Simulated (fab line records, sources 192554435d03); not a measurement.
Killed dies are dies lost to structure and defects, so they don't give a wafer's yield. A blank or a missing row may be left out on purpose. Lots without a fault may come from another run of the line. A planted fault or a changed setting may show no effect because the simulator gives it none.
Split-lot experiment | flow n5_finfet | 7 lots, 39 wafers read, on a route of 1938 steps

THE SPLIT
At N5_MOL_CONTACT_COAG_ETCH_124 (etches SiNx in CH3F/O2, stops on SiOC, target depth 6.5 nm), the setting target_depth_a was moved away from the recipe's 65 angstrom on 15 of the 39 wafers read, by -46.7% to +53.6%. The other wafers ran this setting at the recipe's value.

The file shows no step between the split and the reading.

THE READING
SOC_of_MOL_CONTACT_COAG_COAT_62.thk_nm (the simulator's own value, which no gauge read), in nm, at N5_MOL_CONTACT_COAG_ETCH_48 (etches SiOC in C4F6/O2, target depth 15 nm, overetch 4.5 nm, time 17 s). The file gives no usual value for it. The 24 wafers here that ran the recipe average 45.9 nm, standard deviation 0.37 nm.

wafer  | tool, chamber at the split | target_depth_a as run, angstrom | against the recipe | SOC_of_MOL_CONTACT_COAG_COAT_62.thk_nm, nm | against lot-mates on the recipe
L075.1 | rie_diel-01, 2             | 65                              | recipe             | 46.4                                       | -
L075.5 | rie_diel-01, 2             | 65                              | recipe             | 46.4                                       | -
L075.2 | rie_diel-01, 3             | 65                              | recipe             | 45.6                                       | -
L075.3 | rie_diel-01, 0             | 65                              | recipe             | 46.6                                       | -
L075.4 | rie_diel-01, 1             | 65                              | recipe             | 46                                         | -
L075.6 | rie_diel-01, 1             | 65                              | recipe             | 46.2                                       | -
L079.1 | rie_diel-04, 1             | 65                              | recipe             | 45.8                                       | -
L079.2 | rie_diel-04, 3,1           | 65                              | recipe             | 45.6                                       | -
L079.5 | rie_diel-04, 3,1           | 65                              | recipe             | 45.6                                       | -
L079.3 | rie_diel-04, 0             | 75.12                           | +15.6%             | 45.2                                       | -0.5
L079.4 | rie_diel-04, 2             | 75.12                           | +15.6%             | 45.4                                       | -0.3
L079.6 | rie_diel-04, 2             | 75.12                           | +15.6%             | 45.6                                       | -0.1
L080.1 | rie_diel-01, 3             | 90.77                           | +39.6%             | 44.4                                       | -1.7
L080.2 | rie_diel-01, 1,2           | 90.77                           | +39.6%             | 45                                         | -1.1
L080.3 | rie_diel-01, 2,1           | 65                              | recipe             | 46.2                                       | -
L080.5 | rie_diel-01, 2,1           | 65                              | recipe             | 46.2                                       | -
L080.4 | rie_diel-01, 1,2           | 90.77                           | +39.6%             | 45.2                                       | -0.9
L080.6 | rie_diel-01, 3             | 65                              | recipe             | 45.8                                       | -
L081.1 | rie_diel-03, 1             | 65                              | recipe             | 46                                         | -
L081.2 | rie_diel-03, 3             | 34.63                           | -46.7%             | 46.6                                       | +0.9
L081.3 | rie_diel-03, 2             | 65                              | recipe             | 45.2                                       | -
L081.4 | rie_diel-03, 0             | 34.63                           | -46.7%             | 47                                         | +1.3
L081.5 | rie_diel-03, 0             | 65                              | recipe             | 45.8                                       | -
L081.6 | rie_diel-03, 1             | 34.63                           | -46.7%             | 47.4                                       | +1.7
L083.1 | rie_diel-01, 0             | 65                              | recipe             | 46.4                                       | -
L083.2 | rie_diel-01, 2,1           | 52.95                           | -18.5%             | 47                                         | +0.7
L083.3 | rie_diel-01, 3             | 65                              | recipe             | 45.8                                       | -
L083.4 | rie_diel-01, 2,1           | 52.95                           | -18.5%             | 46.8                                       | +0.5
L083.5 | rie_diel-01, 3             | 52.95                           | -18.5%             | 46.2                                       | -0.1
L083.6 | rie_diel-01, 0             | 65                              | recipe             | 46.6                                       | -
L085.3 | rie_diel-04, 0             | 65                              | recipe             | 46                                         | -
L085.4 | rie_diel-04, 1,2           | 65                              | recipe             | 45.6                                       | -
L085.5 | rie_diel-04, 1,2           | 65                              | recipe             | 45.6                                       | -
L093.1 | rie_diel-03, 0             | 99.87                           | +53.6%             | 44                                         | -1.6
L093.2 | rie_diel-03, 2,3           | 65                              | recipe             | 45.4                                       | -
L093.3 | rie_diel-03, 1             | 99.87                           | +53.6%             | 44.6                                       | -1.0
L093.4 | rie_diel-03, 3             | 99.87                           | +53.6%             | 43.8                                       | -1.8
L093.5 | rie_diel-03, 2,3           | 65                              | recipe             | 45.6                                       | -
L093.6 | rie_diel-03, 0             | 65                              | recipe             | 45.8                                       | -
Where a row lists several chambers, the file gives one row for several wafers and doesn't say which wafer went through which chamber.

THE FIT
A straight line over all 39 wafers: SOC_of_MOL_CONTACT_COAG_COAT_62.thk_nm changes by -0.029 nm for each +1% of target_depth_a; r = -0.88; the points scatter about the line by 0.38 nm.
The same after taking each lot's own level away (the mean of its wafers on the recipe; 39 wafers): -0.0277 nm for each +1%; r = -0.91; scatter 0.3 nm.
On that fit, the largest move of target_depth_a shifts the reading by 1.5 nm.
The lots' own levels span 45.60 to 46.27 nm, that is 1.8 times the standard deviation above.
So the lot-to-lot level changes the slope little: the two slopes agree.
Check: with one of the wafers moved furthest among these (+53.6%) left out of the fit, the line predicts -1.47 nm for it against its lot-mates. It came out at -1.6 nm against them.

OTHER SPLITS ON THESE WAFERS
These wafers also went through other splits before the reading. Each is held against what the fit with the lots' levels taken away leaves over:
other split on the same wafers | wafers away from the commonest value | r with SOC_of_MOL_CONTACT_COAG_COAT_62.thk_nm (lot level and that fit taken away)
N5_FIN_SAQP_ETCH_65 time_s     | 15                                   | +0.05
N5_SD_EPI_N_EPI_21 time_s      | 12                                   | +0.11

THE WHOLE CHAIN: every reading that the file lists as answering this split, in the file's order
step                         | what it does                                                           | reading                                                                                 | change (the file's fit)                | r (the file's)
N5_MOL_CONTACT_COAG_ETCH_124 | etches SiNx in CH3F/O2, stops on SiOC, target depth 6.5 nm             | SOC_of_MOL_CONTACT_COAG_COAT_62.thk_nm (the simulator's own value, which no gauge read) | -0.0274 nm for each +1% of the setting | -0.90
N5_MOL_CONTACT_COAG_ETCH_48  | etches SiOC in C4F6/O2, target depth 15 nm, overetch 4.5 nm, time 17 s | SOC_of_MOL_CONTACT_COAG_COAT_62.thk_nm (the simulator's own value, which no gauge read) | -0.0277 nm for each +1% of the setting | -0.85

THE FILE'S OWN FIT
SOC_of_MOL_CONTACT_COAG_COAT_62.thk_nm changes by -0.0277 nm for each +1% of target_depth_a, r = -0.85.
